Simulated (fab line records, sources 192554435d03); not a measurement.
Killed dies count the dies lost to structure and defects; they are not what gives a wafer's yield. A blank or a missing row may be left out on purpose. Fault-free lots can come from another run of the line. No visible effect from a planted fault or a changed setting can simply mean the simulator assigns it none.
Split-lot experiment | flow n5_finfet | 39 wafers read from 7 lots, route of 1938 steps

## ABOUT THE SPLIT
At N5_MOL_CONTACT_COAG_DESCUM_45 (chemistry O2, time 7 s), the setting time_s was moved away from the recipe's 7 s on 12 of the 39 wafers read, by -16.5% to +28.6%. This setting was run at the recipe's value on the other wafers.

The file shows no step between the split and the reading.

## THE READING
CAR-EUV_of_MOL_CONTACT_COAG_COAT_34.thk_nm (the simulator's own value, which no gauge read), in nm, at N5_MOL_CONTACT_COAG_ETCH_65 (etches underlayer in N2/H2, target depth 13 nm, time 10.4 s). There is no usual value for it anywhere in the file. Average 24.7 nm, standard deviation 0.099 nm, over the 27 wafers here run with the recipe.

wafer  | tool, chamber at the split | time_s as run, s | against the recipe | CAR-EUV_of_MOL_CONTACT_COAG_COAT_34.thk_nm, nm | against lot-mates on the recipe
L074.1 | rie_diel-06, 2,0,1,2,0     | 7                | recipe             | 24.6                                           | -
L074.3 | rie_diel-06, 2,0,1,2,0     | 7                | recipe             | 24.6                                           | -
L074.4 | rie_diel-06, 2,0,1,2,0     | 7                | recipe             | 24.6                                           | -
L074.5 | rie_diel-06, 1             | 7                | recipe             | 24.6                                           | -
L074.2 | rie_diel-06, 2,0,1,2,0     | 7                | recipe             | 24.8                                           | -
L074.6 | rie_diel-06, 2,0,1,2,0     | 7                | recipe             | 24.8                                           | -
L082.3 | rie_diel-03, 2,0           | 7                | recipe             | 24.6                                           | -
L082.4 | rie_diel-03, 2             | 7                | recipe             | 24.6                                           | -
L082.5 | rie_diel-03, 2,0           | 7                | recipe             | 24.6                                           | -
L084.1 | rie_diel-05, 0,3,2         | 7                | recipe             | 24.6                                           | -
L084.5 | rie_diel-05, 0,3,2         | 7                | recipe             | 24.6                                           | -
L084.6 | rie_diel-05, 0,3,2         | 7                | recipe             | 24.6                                           | -
L084.2 | rie_diel-05, 3,2,1         | 5.842            | -16.5%             | 25.4                                           | +0.8
L084.3 | rie_diel-05, 3,2,1         | 5.842            | -16.5%             | 25.2                                           | +0.6
L084.4 | rie_diel-05, 3,2,1         | 5.842            | -16.5%             | 25.2                                           | +0.6
L090.1 | rie_diel-03, 2,1,3,0,3,2   | 7                | recipe             | 24.8                                           | -
L090.2 | rie_diel-03, 2,1,3,0,3,2   | 7                | recipe             | 24.8                                           | -
L090.3 | rie_diel-03, 2,1,3,0,3,2   | 7                | recipe             | 24.8                                           | -
L090.4 | rie_diel-03, 2,1,3,0,3,2   | 7                | recipe             | 24.8                                           | -
L090.5 | rie_diel-03, 2,1,3,0,3,2   | 7                | recipe             | 24.8                                           | -
L090.6 | rie_diel-03, 2,1,3,0,3,2   | 7                | recipe             | 24.6                                           | -
L092.1 | rie_diel-05, 3,2,1         | 7                | recipe             | 24.8                                           | -
L092.3 | rie_diel-05, 3,2,1         | 7                | recipe             | 24.8                                           | -
L092.5 | rie_diel-05, 3,2,1         | 7                | recipe             | 24.8                                           | -
L092.2 | rie_diel-05, 0,1           | 9.001            | +28.6%             | 23.6                                           | -1.2
L092.4 | rie_diel-05, 0,1           | 9.001            | +28.6%             | 23.6                                           | -1.2
L092.6 | rie_diel-05, 2             | 9.001            | +28.6%             | 23.6                                           | -1.2
L096.1 | rie_diel-03, 2,0,1         | 7                | recipe             | 24.6                                           | -
L096.2 | rie_diel-03, 2,0,1         | 7                | recipe             | 24.8                                           | -
L096.3 | rie_diel-03, 2,0,1         | 7                | recipe             | 24.8                                           | -
L096.4 | rie_diel-03, 3,3,0         | 8.662            | +23.7%             | 24                                             | -0.7
L096.5 | rie_diel-03, 3,3,0         | 8.662            | +23.7%             | 24                                             | -0.7
L096.6 | rie_diel-03, 3,3,0         | 8.662            | +23.7%             | 24                                             | -0.7
L097.1 | rie_diel-03, 0,3           | 7                | recipe             | 24.6                                           | -
L097.2 | rie_diel-03, 3             | 7                | recipe             | 24.6                                           | -
L097.6 | rie_diel-03, 0,3           | 7                | recipe             | 24.6                                           | -
L097.3 | rie_diel-03, 2             | 8.958            | +28.0%             | 23.4                                           | -1.2
L097.5 | rie_diel-03, 2             | 8.958            | +28.0%             | 23.4                                           | -1.2
L097.4 | rie_diel-03, 1             | 8.958            | +28.0%             | 23.6                                           | -1.0
The file does not say which wafer passed through which chamber wherever a row lists several chambers: such a row stands for several wafers.

FIT RESULTS
A straight line over all 39 wafers: CAR-EUV_of_MOL_CONTACT_COAG_COAT_34.thk_nm changes by -0.0374 nm for each +1% of time_s; r = -0.97; the points scatter about the line by 0.12 nm.
The same after taking each lot's own level away (the mean of its wafers on the recipe; 39 wafers): -0.0389 nm for each +1%; r = -0.98; scatter 0.091 nm.
On that fit, the largest move of time_s shifts the reading by 1.1 nm.
Measured against the standard deviation above, the lots' own levels, which go from 24.60 to 24.80 nm, span 2.0 times it.
So the lot-to-lot level changes the slope little: the two slopes agree.
Check: for one of the wafers moved furthest among these (+28.6%), held out of the fit, the line's prediction against its lot-mates is -1.09 nm. It came out at -1.2 nm against them.

## THE OTHER SPLITS THESE WAFERS WENT THROUGH
Note: prior to the reading, these wafers also went through further splits. Each is held against what the fit with the lots' levels taken away leaves over:
other split on the same wafers | wafers away from the commonest value | r with CAR-EUV_of_MOL_CONTACT_COAG_COAT_34.thk_nm (lot level and that fit taken away)
N5_FIN_CUT_CUT_ETCH_26 time_s  | 12                                   | -0.01
N5_SD_EPI_P_EPI_21 time_s      | 15                                   | -0.11
N5_GATE_CUT_DESCUM_18 time_s   | 9                                    | -0.21

## THE WHOLE CHAIN: every reading that the file lists as answering this split, in the file's order
step                          | what it does                                                | reading                                                                                     | change (the file's fit)                | r (the file's)
N5_MOL_CONTACT_COAG_DESCUM_45 | chemistry O2, time 7 s                                      | CAR-EUV_of_MOL_CONTACT_COAG_COAT_34.thk_nm (the simulator's own value, which no gauge read) | -0.0374 nm for each +1% of the setting | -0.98
N5_MOL_CONTACT_COAG_ETCH_65   | etches underlayer in N2/H2, target depth 13 nm, time 10.4 s | CAR-EUV_of_MOL_CONTACT_COAG_COAT_34.thk_nm (the simulator's own value, which no gauge read) | -0.0388 nm for each +1% of the setting | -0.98

## THE FILE'S OWN FIT
CAR-EUV_of_MOL_CONTACT_COAG_COAT_34.thk_nm changes by -0.0388 nm for each +1% of time_s, r = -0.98.
